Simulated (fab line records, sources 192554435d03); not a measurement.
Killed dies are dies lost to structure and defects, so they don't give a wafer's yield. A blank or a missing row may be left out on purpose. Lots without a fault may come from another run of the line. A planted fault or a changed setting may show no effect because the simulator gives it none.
Chamber matching | flow n5_finfet | N5_BEOL_M0_SAQP_ETCH_106 on rie_diel-02: 4 sister chambers
The step etches SOC in N2/H2, stops on SiNx, target depth 150 nm. 8 wafers are shown with their chamber, then 6 later ones without.

WAFERS WITH THEIR CHAMBER
wafer  | chamber | showerhead_plenum_p_Torr (Torr) | drypump_motor_current_A (A)
L078.5 | 3       | 2.61                            | 6.6
L082.2 | 0       | 2.67                            | 5.1
L083.3 | 3       | 2.60                            | 6.6
L084.1 | 1       | 2.44                            | 6.1
L084.5 | 1       | 2.44                            | 6.1
L084.6 | 2       | 2.54                            | 6.2
L089.1 | 2       | 2.53                            | 6.1
L089.2 | 0       | 2.66                            | 5.1

WAFERS WITHOUT THEIR CHAMBER
wafer  | showerhead_plenum_p_Torr (Torr) | drypump_motor_current_A (A)
L089.3 | 2.44                            | 6.2
L092.2 | 2.66                            | 5.1
L092.4 | 2.44                            | 6.2
L093.3 | 2.44                            | 6.2
L093.5 | 2.66                            | 5.1
L093.6 | 2.44                            | 6.2

WHICH CHAMBER EACH WENT THROUGH
wafer  | from the rows above | in truth
L089.3 | 1                   | 1
L092.2 | 0                   | 0
L092.4 | 1                   | 1
L093.3 | 1                   | 1
L093.5 | 0                   | 0
L093.6 | 1                   | 1
Placed correctly: 6 of 6. Can't be placed from these rows: 0. Placed wrongly: 0.
How it was worked out, from the rows above alone: a wafer's distance from a chamber is the root of the sum, over the readings, of the square of ((its reading less the chamber's mean) divided by the reading's scatter). The wafer belongs to the nearest chamber; if the next one is less than 2 further off, it can't be placed. A chamber's mean is the mean of its shown wafers. The scatter: the root of (the sum of the squares of (reading less its chamber's mean) over the shown wafers, divided by (wafers less chambers)).
